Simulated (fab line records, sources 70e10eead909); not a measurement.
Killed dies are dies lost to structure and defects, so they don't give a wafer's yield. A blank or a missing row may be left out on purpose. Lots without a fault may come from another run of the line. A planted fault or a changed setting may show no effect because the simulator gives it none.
Which tool did it? | flow nand_harc | 14 lots, 42 wafers sampled, at 5 steps of a route of 1302

WHAT THE GAUGES READ, wafer by wafer
NHARC_A_DECK1_JOINT_THK_MEAS_17: measures by ellipsometry.
lot  | measured     | on            | thk_nm (nm)
L243 | day 12 06:47 | film_metro-01 | 46.4 44.9 48.5
L245 | day 13 01:26 | film_metro-01 | 44.3 45.1 45.4
L246 | day 13 16:21 | film_metro-02 | 45.3 44.0 46.0
L250 | day 14 19:55 | film_metro-01 | 45.7 46.0 46.1
L252 | day 15 15:26 | film_metro-01 | 44.4 45.0 45.8
L254 | day 16 19:14 | film_metro-01 | 45.2 47.5 46.4
L255 | day 17 13:49 | film_metro-02 | 46.0 47.1 47.3
L256 | day 17 13:46 | film_metro-01 | 44.8 44.4 44.2
L260 | day 19 08:01 | film_metro-02 | 42.8 42.9 44.1
L263 | day 20 16:46 | film_metro-01 | 44.6 44.7 45.7
L262 | day 20 16:50 | film_metro-02 | 45.4 45.0 44.5
L264 | day 20 16:40 | film_metro-02 | 43.0 45.0 47.9
L265 | day 21 09:57 | film_metro-01 | 44.3 45.9 45.5
L266 | day 22 00:47 | film_metro-01 | 42.7 44.9 43.7

NHARC_A_ONON_D2_THK_MEAS_02: measures by ellipsometry.
lot  | measured     | on            | thk_nm (nm)
L243 | day 12 07:24 | film_metro-01 | 1006 1009 1006
L245 | day 13 02:03 | film_metro-01 | 985 984 983
L246 | day 13 16:58 | film_metro-02 | 977 978 976
L250 | day 14 20:31 | film_metro-01 | 1005 1005 1005
L252 | day 15 16:03 | film_metro-02 | 1007 1008 1008
L254 | day 16 19:51 | film_metro-01 | 1609 1608 1610
L255 | day 17 14:26 | film_metro-01 | 1006 1007 1007
L256 | day 17 14:23 | film_metro-02 | 1592 1591 1592
L260 | day 19 08:37 | film_metro-02 | 990 992 993
L263 | day 20 17:23 | film_metro-01 | 998 996 996
L262 | day 20 17:28 | film_metro-02 | 1005 1004 1005
L264 | day 20 17:17 | film_metro-02 | 1003 1004 1004
L265 | day 21 10:34 | film_metro-02 | 996 994 995
L266 | day 22 01:25 | film_metro-01 | 1010 1009 1010

NHARC_END_SORT_01.
lot  | measured     | on        | killed_at_array | killed_at_other | killed_at_periphery | killed_dies | killed_open | killed_short
L254 | day 28 12:01 | prober-02 | 671 670 669     | 1 0 1           | 5 7 7               | 677 677 677 | 3 2 6       | 2 1 1
L256 | day 29 16:13 | prober-02 | 673 676 676     | 1 0 0           | 3 1 1               | 677 677 677 | 5 1 3       | 4 2 0

WHICH TOOL RAN EACH LOT (tool, then ch and the chambers of the sampled wafers, then the start)
lot  | NHARC_A_DECK1_JOINT_CMP_13    | NHARC_A_ONON_D2_DEP_00
L243 | cmp-03 ch 0,3, day 11 05:29   | pecvd_onon-03 ch 0, day 12 07:04
L245 | cmp-04 ch 2,3, day 12 01:47   | pecvd_onon-03 ch 0, day 13 01:32
L246 | cmp-04 ch 0,1,3, day 12 15:50 | pecvd_onon-03 ch 0, day 13 16:27
L250 | cmp-03 ch 1,2,3, day 13 20:23 | pecvd_onon-03 ch 0, day 14 20:01
L252 | cmp-01 ch 0,2,3, day 14 15:58 | pecvd_onon-03 ch 0, day 15 15:32
L254 | cmp-04 ch 0,3, day 15 18:00   | pecvd_onon-03 ch 0, day 16 19:27
L255 | cmp-04 ch 0,2,3, day 16 12:51 | pecvd_onon-02 ch 0, day 17 13:58
L256 | cmp-01 ch 0,1,3, day 16 17:01 | pecvd_onon-03 ch 0, day 17 13:53
L260 | cmp-03 ch 1,2, day 18 05:55   | pecvd_onon-02 ch 0, day 19 08:07
L263 | cmp-03 ch 1,3, day 19 16:08   | pecvd_onon-02 ch 0, day 20 16:56
L262 | cmp-01 ch 1,2, day 19 19:53   | pecvd_onon-01 ch 0, day 20 17:00
L264 | cmp-03 ch 0,1, day 19 19:54   | pecvd_onon-03 ch 0, day 20 16:46
L265 | cmp-04 ch 0,2,3, day 20 10:12 | pecvd_onon-03 ch 0, day 21 10:04
L266 | cmp-03 ch 1,2,3, day 20 19:14 | pecvd_onon-03 ch 0, day 22 00:54
- NHARC_A_DECK1_JOINT_CMP_13: polishes, target thk 51.023 nm.
- NHARC_A_ONON_D2_DEP_00: target thk 1000 nm.

WHAT THE TOOLS THEMSELVES READ (means of the sampled wafers that have a number; where no wafer has one, the mark that the record gives instead)
NHARC_A_DECK1_JOINT_CMP_13.
lot  | tool   | motor_current_A (A) | slurry_filter_dp_kPa (kPa) | time_to_endpoint_s (s)
L243 | cmp-03 | 12.5                | 13.41                      | 8.3
L245 | cmp-04 | 11.5                | 13.49                      | 7.6
L246 | cmp-04 | 11.4                | 13.52                      | 9.8
L250 | cmp-03 | 12.2                | 13.47                      | 10.5
L252 | cmp-01 | 12.1                | 13.44                      | 10.3
L254 | cmp-04 | 11.3                | 13.53                      | 7.0
L255 | cmp-04 | 11.4                | 13.43                      | 8.1
L256 | cmp-01 | 12.0                | 13.38                      | 11.1
L260 | cmp-03 | 12.3                | 13.43                      | 9.6
L263 | cmp-03 | 12.5                | 13.64                      | 8.7
L262 | cmp-01 | 11.5                | 13.67                      | 8.3
L264 | cmp-03 | 13.2                | 13.64                      | 8.1
L265 | cmp-04 | 11.8                | 13.42                      | 10.2
L266 | cmp-03 | 12.6                | 13.51                      | 11.4

THE ANSWER, worked out from the rows above alone
Rule: what is usual is taken from the lots themselves. Put in order of their means at a reading, lots are off if they are a third of the lots or fewer, leave a main group of 4 or more, and stand apart from it by a gap of 3 or more times the standard deviation of the main group's means; of several such gaps the widest counts. A main group whose means are all the same, to the digits that the tables above print for the reading, isn't used. A lot without any number at a reading at which 4 lots or more have one is off too. The other lots that the step has rows for count as sound. The gauges are gone through in route order, then the tools' own readings, and for those a lot's mean is taken as printed above. The first step at which some lot is off is used, and at that step the reading that is off furthest; a lot without a number counts as furthest.
Off: L254, L256, at NHARC_A_ONON_D2_THK_MEAS_02 (thk_nm). The main group: mean 999 nm, standard deviation 9.9.
A tool fits if, at a process step before that reading, it ran every lot that is off, and no sound lot after the first of them. The gauges at NHARC_A_ONON_D2_THK_MEAS_02 are tried like those tools. None of those tried fits.

WHAT THE SIMULATOR HAD PUT IN
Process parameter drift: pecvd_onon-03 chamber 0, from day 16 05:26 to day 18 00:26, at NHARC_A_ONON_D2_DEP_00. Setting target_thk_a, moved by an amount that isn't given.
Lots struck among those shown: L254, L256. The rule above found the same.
